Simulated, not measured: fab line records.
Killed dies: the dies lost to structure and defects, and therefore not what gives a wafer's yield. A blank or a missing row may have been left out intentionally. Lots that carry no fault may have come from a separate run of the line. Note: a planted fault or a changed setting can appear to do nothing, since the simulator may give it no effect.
fab line records + flow nandHarc + part 2 of 2: steps 5 to 6 of 6
record
- lots=22
- wafers=66
- lastDay=33
route steps=1302 shown A_BLC@1122 A_M0@1154 A_M1@1187
lots with no fault: from the same line, run without faults
startH: start of the lot's first displayed wafer, in hours after the record's first day + waitH: hours from the lot's prior step to this one + " identical to the entry in the row above + L1.1+2: a single row standing in for several wafers + - no value, or no start given + * or withheld: withheld + < > ~ a bound
route shown NAME@n: NAME is a module with steps in the file, n the number in the route of the first one + usual: average and standard deviation across the fault-free wafers + same: alike in all rows + chamber/n: place in a boat + sites: per-site readings + _std_site: how widely they spread, as a standard deviation + _edge_site: mean of outer sites minus mean of inner sites + radiusMm: how far each site lies from the wafer's centre + mask NAME#n: copy n + behind: tool/chamber where the wafer was last shaped + hold: why the lot went on hold/how many hours it stayed there/how the hold came to an end + device: the transistor (n, p or np) that didn't switch + end of line: tests run on the same wafers once the route is complete + where a step has no rows: the recipe by itself + killed: count of dies lost to structure and defects at first sort (not the wafer's yield) + map: dies across one wafer; x = killed, . = not, _ = none there
set.NAME: the run value of the setting; set.NAME@STEP: its run value at that earlier step + model.NAME: the simulator's own value behind a step, which no gauge read
one table for each step of the route and one row for each wafer, over a sample of lots
services: a tool's chamber out of use, with start hour (startH, from the record's first day; less than 0 if before it), hours out, and reason
## steps
# step NHARC_A_M1_ETCH_28
# recipe
- targetDepthA=300
- overEtchFrac=0.3
- timeS=72.99
- ionEnergyEv=150
- cf4FlowSccm=50
- n2FlowSccm=100
- arFlowSccm=150
- rfW=300
- biasW=100
- chemistry=CF4/N2
# usual
- drypumpMotorCurrentA=5.8/0.5
- n2FlowSccm=100.0/0.3
- oesProductAu=1.003/0.0072
- rfVppV=314.3/2.1
- showerheadPlenumPTorr=2.63/0.11
- throttleValvePct=19.794/0.01
# same
- overEtchFrac=0.3
| lot.wafer | tool       | chamber | startH | waitH | drypumpMotorCurrentA | n2FlowSccm | oesProductAu | rfHoursCounterH | rfVppV | showerheadPlenumPTorr | throttleValvePct |
|-----------|------------|---------|--------|-------|----------------------|------------|--------------|-----------------|--------|-----------------------|------------------|
| L074.4    | rieDiel-11 | 3       | -      | -     | 4.9                  | 100.3      | 1.002        | 2               | 316.9  | 2.75                  | 19.804           |
| L074.3    | "          | 1       | "      | "     | 5.4                  | 99.8       | 1.000        | 2               | 311.4  | 2.49                  | 19.796           |
| L074.1    | "          | 2       | "      | "     | 6.3                  | 99.9       | 1.002        | 2               | 316.7  | 2.71                  | 19.791           |
| L076.3    | rieDiel-10 | 0       | -      | -     | 6.2                  | 99.5       | 0.994        | 6               | 316.7  | 2.76                  | 19.793           |
| L076.2    | "          | 2       | "      | "     | 5.6                  | 100.4      | 0.984        | 6               | 312.6  | 2.49                  | 19.798           |
| L076.1    | "          | 3       | "      | "     | 5.9                  | 100.2      | 1.002        | 6               | 315.6  | 2.68                  | 19.800           |
| L075.3    | rieDiel-11 | 1       | -      | -     | 5.4                  | 99.9       | 1.003        | 2               | 311.5  | 2.49                  | 19.806           |
| L075.4    | "          | 2       | "      | "     | 6.3                  | 99.9       | 0.997        | 2               | 315.9  | 2.71                  | 19.791           |
| L075.6    | "          | 0       | "      | "     | 6.6                  | 100.1      | 1.008        | -               | 314.1  | 2.58                  | 19.805           |
| L077.2    | rieDiel-02 | 3       | -      | -     | 5.8                  | 99.3       | 0.996        | 9               | 314.0  | 2.68                  | 19.793           |
| L077.1    | "          | 1       | "      | "     | 5.9                  | 100.7      | 0.989        | 7               | 312.3  | 2.46                  | 19.797           |
| L077.5    | "          | 3       | "      | "     | 5.8                  | 99.8       | 1.001        | -               | 314.2  | 2.68                  | 19.782           |
| L079.2    | rieDiel-11 | 2       | -      | -     | 6.3                  | 100.4      | 1.000        | 2               | 315.8  | 2.71                  | 19.786           |
| L079.3    | "          | 3       | "      | "     | 4.9                  | 99.5       | 0.998        | 2               | 315.6  | 2.75                  | 19.782           |
| L079.5    | "          | 2       | "      | "     | 6.3                  | 100.1      | 1.001        | -               | 316.9  | 2.71                  | 19.820           |
| L078.3    | rieDiel-10 | 3       | -      | -     | 5.9                  | 99.8       | 1.004        | 9               | 316.1  | 2.68                  | 19.777           |
| L078.2    | "          | 0       | "      | "     | 6.2                  | 100.5      | 1.003        | 9               | 316.0  | 2.76                  | 19.790           |
| L078.6    | "          | 0       | "      | "     | 6.2                  | 100.1      | 1.001        | -               | 316.6  | 2.76                  | 19.800           |
| L080.1    | rieDiel-02 | 1       | -      | -     | 5.9                  | 100.2      | 0.994        | 0               | 312.5  | 2.46                  | 19.796           |
| L080.3    | "          | 3       | "      | "     | 5.8                  | 100.5      | 1.013        | 0               | 315.3  | 2.68                  | 19.808           |
| L080.6    | "          | 1       | "      | "     | 5.9                  | 100.4      | 1.002        | -               | 311.1  | 2.46                  | 19.800           |
| L081.3    | rieDiel-11 | 3       | -      | -     | 4.9                  | 100.1      | 1.003        | 3               | 316.4  | 2.75                  | 19.807           |
| L081.1    | "          | 0       | "      | "     | 6.6                  | 100.2      | 0.994        | 3               | 311.7  | 2.58                  | 19.786           |
| L081.5    | "          | 3       | "      | "     | 4.9                  | 100.2      | 1.014        | -               | 317.4  | 2.75                  | 19.787           |
| L083.2    | rieDiel-11 | 1       | -      | -     | 5.4                  | 99.9       | 0.995        | 1               | 312.4  | 2.49                  | 19.790           |
| L083.4    | "          | 3       | "      | "     | 4.9                  | 100.1      | 1.004        | 0               | 316.9  | 2.75                  | 19.789           |
| L083.5    | "          | 1       | "      | "     | 5.4                  | 100.0      | 0.996        | -               | 311.4  | 2.49                  | 19.803           |
| L084.3    | rieDiel-10 | 0       | -      | -     | 6.2                  | 99.4       | 0.999        | 3               | 316.6  | 2.76                  | 19.803           |
| L084.1    | "          | 2       | "      | "     | 5.6                  | 99.7       | 1.000        | 3               | 312.1  | 2.49                  | 19.779           |
| L084.4    | "          | 3       | "      | "     | 5.9                  | 99.8       | 1.007        | -               | 315.4  | 2.68                  | 19.799           |
| L085.2    | rieDiel-10 | 0       | -      | -     | 6.2                  | 99.9       | 1.003        | 3               | 314.7  | 2.76                  | 19.780           |
| L085.3    | "          | 2       | "      | "     | 5.6                  | 100.4      | 0.999        | 3               | 311.8  | 2.49                  | 19.815           |
| L085.4    | "          | 3       | "      | "     | 5.9                  | 99.8       | 1.000        | -               | 315.9  | 2.68                  | 19.804           |
| L088.3    | rieDiel-11 | 2       | -      | -     | 6.3                  | 99.7       | 1.013        | 1               | 315.2  | 2.71                  | 19.792           |
| L088.1    | "          | 3       | "      | "     | 4.9                  | 100.3      | 1.002        | 1               | 316.6  | 2.75                  | 19.795           |
| L088.5    | "          | 0       | "      | "     | 6.7                  | 100.1      | 1.011        | -               | 313.1  | 2.58                  | 19.772           |
| L086.1    | rieDiel-02 | 3       | -      | -     | 5.8                  | 100.2      | 1.001        | 6               | 315.4  | 2.68                  | 19.789           |
| L086.4    | "          | 1       | "      | "     | 6.0                  | 100.6      | 1.005        | 5               | 311.1  | 2.46                  | 19.776           |
| L086.5    | "          | 3       | "      | "     | 5.8                  | 100.2      | 1.003        | -               | 314.9  | 2.68                  | 19.780           |
| L089.2    | rieDiel-11 | 3       | -      | -     | 4.9                  | 99.9       | 1.001        | 1               | 315.9  | 2.75                  | 19.794           |
| L089.6    | "          | 2       | "      | "     | 6.3                  | 100.7      | 1.010        | -               | 315.4  | 2.71                  | 19.794           |
| L089.5    | "          | 3       | "      | "     | 4.9                  | 99.7       | 1.011        | -               | 316.1  | 2.75                  | 19.784           |
| L090.1    | rieDiel-02 | 3       | -      | -     | 5.8                  | 100.4      | 1.006        | 9               | 314.6  | 2.68                  | 19.806           |
| L090.4    | "          | 0       | "      | "     | 5.6                  | 100.4      | 1.006        | 9               | 316.9  | 2.71                  | 19.793           |
| L090.5    | "          | 3       | "      | "     | 5.8                  | 99.9       | 1.001        | -               | 315.0  | 2.68                  | 19.797           |
| L091.2    | rieDiel-10 | 1       | -      | -     | 5.4                  | 100.2      | 1.009        | 4               | 314.1  | 2.71                  | 19.795           |
| L091.5    | "          | 3       | "      | "     | 5.9                  | 100.1      | 1.005        | -               | 315.5  | 2.68                  | 19.776           |
| L091.6    | "          | 0       | "      | "     | 6.2                  | 99.9       | 1.007        | -               | 316.7  | 2.76                  | 19.808           |
| L087.2    | rieDiel-02 | 0       | -      | -     | 5.6                  | 100.1      | 1.018        | 9               | 315.3  | 2.70                  | 19.789           |
| L087.1    | "          | 1       | "      | "     | 5.9                  | 99.8       | 0.994        | 8               | 309.5  | 2.46                  | 19.780           |
| L087.3    | "          | 2       | "      | "     | 5.3                  | 100.1      | 0.990        | 9               | 313.0  | 2.46                  | 19.804           |
| L092.3    | rieDiel-02 | 2       | -      | -     | 5.3                  | 99.3       | 1.007        | 9               | 310.4  | 2.46                  | 19.795           |
| L092.5    | "          | 0       | "      | "     | 5.6                  | 99.8       | 1.005        | -               | 316.3  | 2.71                  | 19.804           |
| L092.6    | "          | 1       | "      | "     | 5.9                  | 100.1      | 1.001        | -               | 310.2  | 2.46                  | 19.811           |
| L096.4    | rieDiel-11 | 0       | -      | -     | 6.6                  | 99.8       | 1.015        | 2               | 313.4  | 2.58                  | 19.796           |
| L096.2    | "          | 2       | "      | "     | 6.3                  | 100.4      | 0.997        | 3               | 315.9  | 2.71                  | 19.803           |
| L096.5    | "          | 0       | "      | "     | 6.7                  | 100.0      | 1.002        | -               | 315.1  | 2.58                  | 19.788           |
| L094.1    | rieDiel-11 | 0       | -      | -     | 6.6                  | 100.0      | 1.002        | 2               | 313.1  | 2.58                  | 19.808           |
| L094.3    | "          | 1       | "      | "     | 5.4                  | 100.1      | 1.002        | 3               | 312.6  | 2.49                  | 19.777           |
| L094.2    | "          | 2       | "      | "     | 6.3                  | 100.1      | 1.007        | 3               | 313.7  | 2.71                  | 19.812           |
| L095.4    | rieDiel-10 | 3       | -      | -     | 5.9                  | 100.4      | 1.004        | 10              | 315.3  | 2.68                  | 19.817           |
| L095.2    | "          | 2       | "      | "     | 5.6                  | 99.9       | 1.003        | 10              | 310.4  | 2.49                  | 19.797           |
| L095.5    | "          | 3       | "      | "     | 5.9                  | 100.1      | 1.008        | -               | 315.2  | 2.68                  | 19.797           |
| L097.1    | rieDiel-10 | 1       | -      | -     | 5.4                  | 100.4      | 1.009        | 6               | 315.6  | 2.71                  | 19.787           |
| L097.5    | "          | 3       | "      | "     | 5.9                  | 100.2      | 1.008        | -               | 315.6  | 2.68                  | 19.817           |
| L097.6    | "          | 0       | "      | "     | 6.2                  | 100.0      | 1.004        | -               | 314.1  | 2.75                  | 19.799           |
# step NHARC_A_M1_DEP_33
# recipe
- targetThkA=300
- tempC=370
- targetThkNm=30
- pressureTorr=3
- flowSccm=200
- rfW=450
- material=SiCN
# usual
- heaterPowerOuterW=326/42
- heaterPowerW=567/57
| lot.wafer | tool     | chamber | startH | waitH | heaterPowerOuterW | heaterPowerW |
|-----------|----------|---------|--------|-------|-------------------|--------------|
| L074.3    | pecvd-04 | 1       | 535.40 | 0.1   | 320               | 549          |
| L074.1    | "        | 2       | "      | "     | 333               | 538          |
| L074.4    | "        | 1       | "      | "     | 328               | 547          |
| L076.2    | pecvd-03 | 2       | 543.08 | 0.1   | 348               | 639          |
| L076.1    | "        | 1       | "      | "     | 335               | 579          |
| L076.3    | "        | 1       | "      | "     | 312               | 600          |
| L075.4    | pecvd-03 | 1       | 546.40 | 0.2   | 293               | 538          |
| L075.3    | "        | 2       | "      | "     | 317               | 605          |
| L075.6    | "        | 2       | "      | "     | 326               | 598          |
| L077.2    | pecvd-04 | 0       | 553.18 | 0.1   | 243               | 479          |
| L077.1    | "        | 2       | "      | "     | 290               | 489          |
| L077.5    | "        | 2       | "      | "     | 284               | 473          |
| L079.3    | pecvd-03 | 1       | 564.66 | 0.1   | 305               | 568          |
| L079.2    | "        | 2       | "      | "     | 300               | 570          |
| L079.5    | "        | 1       | "      | "     | 310               | 576          |
| L078.3    | pecvd-03 | 2       | 578.03 | 0.1   | 324               | 607          |
| L078.2    | "        | 0       | "      | "     | 295               | 525          |
| L078.6    | "        | 0       | "      | "     | 295               | 508          |
| L080.1    | pecvd-01 | 0       | 583.91 | 0.1   | 383               | 597          |
| L080.3    | "        | 1       | "      | "     | 310               | 497          |
| L080.6    | "        | 0       | "      | "     | 381               | 610          |
| L081.1    | pecvd-03 | 0       | 584.82 | 0.1   | 310               | 534          |
| L081.3    | "        | 1       | "      | "     | 278               | 509          |
| L081.5    | "        | 2       | "      | "     | 317               | 587          |
| L083.2    | pecvd-01 | 1       | 632.16 | 0.1   | 319               | 508          |
| L083.4    | "        | 1       | "      | "     | 315               | 528          |
| L083.5    | "        | 2       | "      | "     | 381               | 582          |
| L084.3    | pecvd-01 | 2       | 638.92 | 0.1   | 341               | 557          |
| L084.1    | "        | 0       | "      | "     | 386               | 632          |
| L084.4    | "        | 0       | "      | "     | 390               | 639          |
| L085.3    | pecvd-03 | 2       | 642.39 | 0.1   | 363               | 651          |
| L085.2    | "        | 0       | "      | "     | 328               | 551          |
| L085.4    | "        | 2       | "      | "     | 363               | 649          |
| L088.3    | pecvd-03 | 1       | 656.99 | 0.1   | 322               | 568          |
| L088.1    | "        | 2       | "      | "     | 375               | 687          |
| L088.5    | "        | 2       | "      | "     | 381               | 683          |
| L086.1    | pecvd-04 | 0       | 658.62 | 0.1   | 322               | 584          |
| L086.5    | "        | 2       | "      | "     | 293               | 481          |
| L086.4    | "        | 1       | "      | "     | 268               | 471          |
| L089.2    | pecvd-03 | 2       | 672.88 | 0.1   | 361               | 671          |
| L089.5    | "        | 2       | "      | "     | 367               | 658          |
| L089.6    | "        | 0       | "      | "     | 307               | 545          |
| L090.1    | pecvd-01 | 0       | 702.86 | 0.1   | 399               | 613          |
| L090.4    | "        | 0       | "      | "     | 398               | 641          |
| L090.5    | "        | 2       | "      | "     | 405               | 664          |
| L091.2    | pecvd-04 | 0       | 707.71 | 0.1   | 279               | 554          |
| L091.6    | "        | 2       | "      | "     | 286               | 475          |
| L091.5    | "        | 0       | "      | "     | 291               | 543          |
| L087.3    | pecvd-03 | 2       | 711.32 | 0.1   | 362               | 670          |
| L087.2    | "        | 0       | "      | "     | 306               | 526          |
| L087.1    | "        | 1       | "      | "     | 345               | 607          |
| L092.3    | pecvd-01 | 2       | 718.68 | 0.1   | 431               | 669          |
| L092.5    | "        | 2       | "      | "     | 416               | 672          |
| L092.6    | "        | 1       | "      | "     | 341               | 568          |
| L096.2    | pecvd-04 | 2       | 733.47 | 0.1   | 289               | 499          |
| L096.4    | "        | 0       | "      | "     | 279               | 536          |
| L096.5    | "        | 2       | "      | "     | 289               | 486          |
| L094.2    | pecvd-04 | 1       | 736.12 | 0.1   | 244               | 456          |
| L094.1    | "        | 2       | "      | "     | 320               | 537          |
| L094.3    | "        | 0       | "      | "     | 284               | 541          |
| L095.2    | pecvd-03 | 1       | 743.16 | 0.1   | 325               | 569          |
| L095.4    | "        | 1       | "      | "     | 323               | 571          |
| L095.5    | "        | 0       | "      | "     | 289               | 506          |
| L097.1    | pecvd-04 | 1       | 757.05 | 0.1   | 279               | 509          |
| L097.5    | "        | 1       | "      | "     | 270               | 495          |
| L097.6    | "        | 2       | "      | "     | 287               | 488          |
## services
| tool       | chamber | startH | hours | kind   |
|------------|---------|--------|-------|--------|
| pecvd-01   | -       | 503.10 | 13.0  | pm     |
| rieDiel-03 | 0       | 504.56 | 18.1  | repair |
| rieDiel-11 | -       | 526.21 | 0.5   | repair |
| rieDiel-05 | -       | 534.97 | 0.2   | repair |
| pecvd-03   | -       | 538.54 | 1.7   | repair |
| pecvd-03   | -       | 547.63 | 13.0  | pm     |
| rieDiel-05 | -       | 560.94 | 0.1   | repair |
| rieDiel-11 | 1       | 576.91 | 6.5   | repair |
| rieDiel-05 | -       | 583.60 | 9.0   | pm     |
| rieDiel-11 | 0       | 591.07 | 6.8   | repair |
| rieDiel-11 | 0       | 603.00 | 2.2   | repair |
| rieDiel-11 | 1       | 606.92 | 9.9   | repair |
| rieDiel-11 | -       | 609.50 | 9.0   | pm     |
| pecvd-04   | 2       | 618.31 | 4.9   | repair |
| pecvd-04   | -       | 631.02 | 13.0  | pm     |
| pecvd-01   | -       | 633.67 | 3.8   | repair |
| rieDiel-11 | 0       | 635.12 | 6.0   | repair |
| rieDiel-03 | -       | 635.38 | 9.0   | pm     |
| rieDiel-05 | 0       | 660.61 | 9.7   | repair |
| pecvd-03   | -       | 681.43 | 1.3   | repair |
| pecvd-03   | -       | 728.63 | 13.0  | pm     |
| rieDiel-03 | -       | 729.35 | 0.9   | repair |
| rieDiel-03 | -       | 734.66 | 1.5   | repair |
| rieDiel-05 | 0       | 751.37 | 33.0  | repair |
